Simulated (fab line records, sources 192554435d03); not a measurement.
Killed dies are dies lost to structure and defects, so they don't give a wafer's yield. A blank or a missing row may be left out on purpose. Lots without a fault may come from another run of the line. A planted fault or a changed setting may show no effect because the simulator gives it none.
Problem report in the 8D (eight disciplines) form, filled by code | flow n5_finfet | the parts of the form that need people (team, actions taken, sign-off) are left out

1. THE PROBLEM
VG_OVL at N5_MOL_CONTACT_COAG_OVL_MEAS_85 reads a mean of 12.0 nm on 6 wafers of 2 lots; wafers without a fault read -0.9 nm with a standard deviation of 0.85. That is +15 standard deviations from the usual mean.
First seen on wafer L377.1, day 8 18:17, on overlay-01. The record holds 29 wafers of 10 lots with a number at this step. Rule for "out", or "out of limits": more than 4 standard deviations from the usual mean. The other wafers with a number count as sound.

2. WHAT IT IS AND WHAT IT IS NOT
question                    | is                     | is not
which readings at this step | VG_OVL                 | -
which lots                  | L377, L378             | L364, L365, L367, L371, L374, L380, L383, L384
which wafers of those lots  | all that have a number | -
read on which gauges        | overlay-01             | overlay-02
when                        | from day 8 18:17       | up to then (14 sound wafers); but 9 sound wafers of L380, L383, L384 came after

3. SUSPECTS, AND WHAT RULES EACH OUT
Counting: a tool at a process step up to the reading stays a suspect if it ran every lot that is out and no sound lot after the first of them.
- the gauge at N5_MOL_CONTACT_COAG_OVL_MEAS_85: ruled out. All the wafers that are out were read on overlay-01, but those of them that N5_PASSIVATION_PROBE_49 has rows for are out there too, on other tools.
- pvd_sputter-02 at N5_MOL_CONTACT_COAG_PRE_CLEAN_141 (time 60 s): ruled out as a lasting fault. Sound lots L380 ran on it after its first lot that is out, L377 (day 8 09:49).
- euv_scanner-01 at N5_MOL_CONTACT_COAG_EXPOSE_81 (exposes mask VG, defocus 0 nm): kept. It ran every lot that is out, first L377 (day 8 18:07), and no sound lot after that; its last sound lot up to then is L367 (day 6 06:16).
Left after counting: euv_scanner-01 at N5_MOL_CONTACT_COAG_EXPOSE_81.

4. THE CAUSE (what the simulator had put in)
Scanner matching overlay: euv_scanner-01, from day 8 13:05 on, at N5_MOL_CONTACT_COAG_EXPOSE_81. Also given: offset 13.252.
Counting left only this tool.

5. THE CHAIN OF EFFECTS, in route order
Each row: a reading whose mean over the struck wafers that have a number lies more than 3 standard deviations from the usual. Only readings for which the record gives a usual standard deviation are gone through. hours: the time from each lot's start at the first step in this table that gives one to its start at this step, as a median over the lots. sigmas: the change in usual standard deviations.
hours | step                            | reading              | usual   | on struck wafers | change | sigmas
0     | N5_MOL_CONTACT_COAG_OVL_MEAS_85 | VG_OVL               | -0.9 nm | 12.0             | +12.9  | +15
180   | N5_PASSIVATION_PROBE_49         | defect_limited_yield | 91.2 %  | 0.0              | -91.2  | -70
180   | N5_PASSIVATION_PROBE_49         | killed_at_contacts   | 13      | 1085             | +1072  | +99 or more
180   | N5_PASSIVATION_PROBE_49         | killed_dies          | 104     | 1180             | +1076  | +67
180   | N5_PASSIVATION_PROBE_49         | killed_on_rim        | 14      | 152              | +138   | +33
180   | N5_PASSIVATION_PROBE_49         | sort_bin_5_function  | 5.1 %   | 51.9             | +46.8  | +54
180   | N5_PASSIVATION_PROBE_49         | sort_n_pass          | 1076    | 0                | -1076  | -67
180   | N5_PASSIVATION_PROBE_49         | sort_yield_pct       | 91.2 %  | 0.0              | -91.2  | -70
The process steps in it:
- N5_PASSIVATION_PROBE_49
Later measuring or inspecting steps at which every struck wafer that the step has a row for has a number for every such reading, and none has moved that far: N5_BEOL_M4_RC_MEAS_101.

6. WHAT WOULD HAVE CAUGHT IT SOONER
In this record the first reading out of limits at a measuring or inspecting step was taken at day 8 18:17, 5 hours after the fault began at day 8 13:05.
Of the tool readings at N5_MOL_CONTACT_COAG_EXPOSE_81 for which the record gives a usual standard deviation, none was out on any struck wafer, so an alarm limit of 4 standard deviations on them would not have fired.
Of the lots that are out (2), L378 began N5_MOL_CONTACT_COAG_EXPOSE_81 on euv_scanner-01 after day 8 18:17. A hold on the tool at that time would have spared it.
